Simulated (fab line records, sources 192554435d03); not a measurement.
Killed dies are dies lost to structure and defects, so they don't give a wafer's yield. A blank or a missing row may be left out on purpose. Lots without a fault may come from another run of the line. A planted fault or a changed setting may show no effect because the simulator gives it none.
Chamber matching | flow n5_finfet | N5_BEOL_M2_ILD_DEP_00 on pecvd-01: 3 sister chambers
The step deposits SiOC from DEMS/O2, target thk 79 nm, time 15.3 s. 6 wafers are shown with their chamber, then 7 later ones without.

WAFERS WITH THEIR CHAMBER
wafer  | chamber | throttle_valve_pct (%) | heater_power_w (W)
L080.6 | 1       | 13.2                   | 537
L083.3 | 1       | 13.3                   | 456
L083.5 | 2       | 11.9                   | 383
L088.5 | 2       | 12.0                   | 424
L090.3 | 0       | 12.2                   | 461
L090.4 | 0       | 11.8                   | 454

WAFERS WITHOUT THEIR CHAMBER
wafer  | throttle_valve_pct (%) | heater_power_w (W)
L090.6 | 12.7                   | 451
L093.3 | 11.9                   | 363
L093.4 | 12.8                   | 411
L093.6 | 12.4                   | 366
L096.3 | 12.4                   | 434
L096.4 | 12.2                   | 442
L096.6 | 13.1                   | 437

WHICH CHAMBER EACH WENT THROUGH
wafer  | from the rows above          | in truth
L090.6 | can't be placed: 1 or 0 or 2 | 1
L093.3 | can't be placed: 2 or 0      | 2
L093.4 | can't be placed: 1 or 0 or 2 | 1
L093.6 | can't be placed: 2 or 0      | 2
L096.3 | can't be placed: 0 or 2      | 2
L096.4 | can't be placed: 0 or 2      | 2
L096.6 | 1                            | 1
Placed correctly: 1 of 7. Can't be placed from these rows: 6 (the true chamber is among the candidates in 6). Placed wrongly: 0.
How it was worked out, from the rows above alone: a wafer's distance from a chamber is the root of the sum, over the readings, of the square of ((its reading less the chamber's mean) divided by the reading's scatter). The wafer belongs to the nearest chamber; if the next one is less than 2 further off, it can't be placed. A chamber's mean is the mean of its shown wafers. The scatter: the root of (the sum of the squares of (reading less its chamber's mean) over the shown wafers, divided by (wafers less chambers)).
